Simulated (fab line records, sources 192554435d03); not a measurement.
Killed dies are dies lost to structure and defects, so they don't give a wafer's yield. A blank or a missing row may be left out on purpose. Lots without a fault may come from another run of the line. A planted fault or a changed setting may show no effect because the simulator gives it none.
Split-lot experiment | flow n5_finfet | 7 lots, 39 wafers read, on a route of 1938 steps

THE SPLIT
At N5_MOL_CONTACT_COAG_VIA_ETCH_46 (etches SiO2 in C4F6/O2, target depth 46 nm, overetch 9.2 nm, time 40 s), the setting target_depth_a was moved away from the recipe's 460 angstrom on 9 of the 39 wafers read, by -51.3% to +59.9%. The other wafers ran this setting at the recipe's value.

The reading is taken at the split's own step.

THE READING
SOC_of_MOL_CONTACT_COAG_COAT_75.thk_nm (the simulator's own value, which no gauge read), in nm, at N5_MOL_CONTACT_COAG_VIA_ETCH_46 (etches SiO2 in C4F6/O2, target depth 46 nm, overetch 9.2 nm, time 40 s). The file gives no usual value for it. The 30 wafers here that ran the recipe average 50.6 nm, standard deviation 0.25 nm.

wafer  | tool, chamber at the split | target_depth_a as run, angstrom | against the recipe | SOC_of_MOL_CONTACT_COAG_COAT_75.thk_nm, nm | against lot-mates on the recipe
L077.1 | rie_diel-03, 1,3,0         | 460                             | recipe             | 50.6                                       | -
L077.4 | rie_diel-03, 1,3,0         | 460                             | recipe             | 50.6                                       | -
L077.6 | rie_diel-03, 1,3,0         | 460                             | recipe             | 50.6                                       | -
L077.2 | rie_diel-03, 2,0,3         | 460                             | recipe             | 50.4                                       | -
L077.3 | rie_diel-03, 2,0,3         | 460                             | recipe             | 50.4                                       | -
L077.5 | rie_diel-03, 2,0,3         | 460                             | recipe             | 50.4                                       | -
L079.1 | rie_diel-03, 1,2           | 460                             | recipe             | 50.2                                       | -
L079.3 | rie_diel-03, 1,2           | 460                             | recipe             | 50.2                                       | -
L079.4 | rie_diel-03, 0             | 460                             | recipe             | 50.4                                       | -
L087.1 | rie_diel-01, 3             | 460                             | recipe             | 50.6                                       | -
L087.2 | rie_diel-01, 0,2           | 460                             | recipe             | 50.8                                       | -
L087.3 | rie_diel-01, 0,2           | 460                             | recipe             | 50.8                                       | -
L087.4 | rie_diel-01, 1             | 460                             | recipe             | 51.4                                       | -
L087.5 | rie_diel-01, 3,0           | 460                             | recipe             | 51                                         | -
L087.6 | rie_diel-01, 3,0           | 460                             | recipe             | 51                                         | -
L091.1 | rie_diel-01, 2             | 460                             | recipe             | 50.4                                       | -
L091.2 | rie_diel-01, 3             | 460                             | recipe             | 50.8                                       | -
L091.3 | rie_diel-01, 0             | 735.4                           | +59.9%             | 47.2                                       | -3.4
L091.6 | rie_diel-01, 0             | 735.4                           | +59.9%             | 47.2                                       | -3.4
L091.4 | rie_diel-01, 2             | 735.4                           | +59.9%             | 46.8                                       | -3.8
L091.5 | rie_diel-01, 3             | 460                             | recipe             | 50.6                                       | -
L092.1 | rie_diel-01, 3             | 224                             | -51.3%             | 53.2                                       | +2.6
L092.2 | rie_diel-01, 0             | 460                             | recipe             | 50.6                                       | -
L092.3 | rie_diel-01, 2             | 224                             | -51.3%             | 53                                         | +2.4
L092.4 | rie_diel-01, 1             | 460                             | recipe             | 50.8                                       | -
L092.5 | rie_diel-01, 3             | 224                             | -51.3%             | 53.4                                       | +2.8
L092.6 | rie_diel-01, 0             | 460                             | recipe             | 50.4                                       | -
L094.1 | rie_diel-03, 1,2           | 629.3                           | +36.8%             | 48.4                                       | -2.3
L094.3 | rie_diel-03, 1,2           | 629.3                           | +36.8%             | 48.4                                       | -2.3
L094.2 | rie_diel-03, 0             | 629.3                           | +36.8%             | 48.6                                       | -2.1
L094.4 | rie_diel-03, 3,0           | 460                             | recipe             | 50.8                                       | -
L094.6 | rie_diel-03, 3,0           | 460                             | recipe             | 50.8                                       | -
L094.5 | rie_diel-03, 1             | 460                             | recipe             | 50.6                                       | -
L095.1 | rie_diel-05, 3,2,1,2       | 460                             | recipe             | 50.4                                       | -
L095.3 | rie_diel-05, 3,2,1,2       | 460                             | recipe             | 50.4                                       | -
L095.5 | rie_diel-05, 3,2,1,2       | 460                             | recipe             | 50.4                                       | -
L095.6 | rie_diel-05, 3,2,1,2       | 460                             | recipe             | 50.4                                       | -
L095.2 | rie_diel-05, 0,1           | 460                             | recipe             | 50.6                                       | -
L095.4 | rie_diel-05, 0,1           | 460                             | recipe             | 50.6                                       | -
Where a row lists several chambers, the file gives one row for several wafers and doesn't say which wafer went through which chamber.

THE FIT
A straight line over all 39 wafers: SOC_of_MOL_CONTACT_COAG_COAT_75.thk_nm changes by -0.0557 nm for each +1% of target_depth_a; r = -0.98; the points scatter about the line by 0.25 nm.
The same after taking each lot's own level away (the mean of its wafers on the recipe; 39 wafers): -0.0563 nm for each +1%; r = -0.99; scatter 0.18 nm.
On that fit, the largest move of target_depth_a shifts the reading by 3.4 nm.
The lots' own levels span 50.27 to 50.93 nm, that is 2.6 times the standard deviation above.
So the lot-to-lot level changes the slope little: the two slopes agree.
Check: with one of the wafers moved furthest among these (+59.9%) left out of the fit, the line predicts -3.42 nm for it against its lot-mates. It came out at -3.4 nm against them.

OTHER SPLITS ON THESE WAFERS
These wafers also went through other splits before the reading. Each is held against what the fit with the lots' levels taken away leaves over:
other split on the same wafers | wafers away from the commonest value | r with SOC_of_MOL_CONTACT_COAG_COAT_75.thk_nm (lot level and that fit taken away)
N5_SD_EPI_N_DESCUM_14 time_s   | 12                                   | -0.03

THE FILE'S OWN FIT
SOC_of_MOL_CONTACT_COAG_COAT_75.thk_nm changes by -0.0566 nm for each +1% of target_depth_a, r = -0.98.
